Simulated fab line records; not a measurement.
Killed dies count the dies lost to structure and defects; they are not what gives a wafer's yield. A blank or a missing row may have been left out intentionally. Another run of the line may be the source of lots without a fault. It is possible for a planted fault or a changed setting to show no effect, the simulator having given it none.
A single fault, viewed from 2 desks ; flow n5Finfet ; what lay behind the numbers comes last; until then each desk has only its own

== DESK OF THE TOOL OWNER: pvdSputter-02 ==
The tool's own readings at N5_BEOL_M13_SPUTTER_43 (material TaN, target thk 15 nm, time 24.19 s): means of the sampled wafers that have a number, for each lot that ran on this tool. Marked OUT: a lot whose mean sits more than 4 standard deviations from the usual mean, which makes it out of limits; the brackets give that distance.
Columns: A = throttleValvePct at N5_BEOL_M13_SPUTTER_43, usual 30.5 %
lot;first seen here;A
L197;day 12 05:32;30.4
L198;day 12 16:03;29.9
L206;day 14 04:38;30.3
L208;day 15 01:14;30.6
L211;day 15 08:42;30.0
L212;day 15 18:27;30.2
Result from this desk: across the 6 lots, nothing is out of limits.

== FROM THE METROLOGY DESK ==
What the gauges read for every lot (on any tool): the sampled wafers with a number, averaged. Marked OUT: a lot whose mean sits more than 4 standard deviations from the usual mean, which makes it out of limits; the brackets give that distance.
Columns: A = M13_OVL at N5_BEOL_M13_OVL_MEAS_29, usual 0 nm
lot;first seen here;A
L196;day 11 15:40;0
L197;day 11 21:22;7
L198;day 12 12:54;9
L201;day 12 18:25;4
L200;day 12 22:07;-4
L204;day 13 17:20;-3
L206;day 13 23:20;-9
L209;day 14 22:38;0
L208;day 14 22:58;-3
L211;day 15 05:45;-1
L212;day 15 14:31;-4
Result from this desk: across the 11 lots, nothing is out of limits.

== TAKEN TOGETHER ==
The desk of the tool owner found nothing out of limits.
Nothing out of limits was seen by the metrology desk.

== WHAT THE SIMULATOR HAD PUT IN ==
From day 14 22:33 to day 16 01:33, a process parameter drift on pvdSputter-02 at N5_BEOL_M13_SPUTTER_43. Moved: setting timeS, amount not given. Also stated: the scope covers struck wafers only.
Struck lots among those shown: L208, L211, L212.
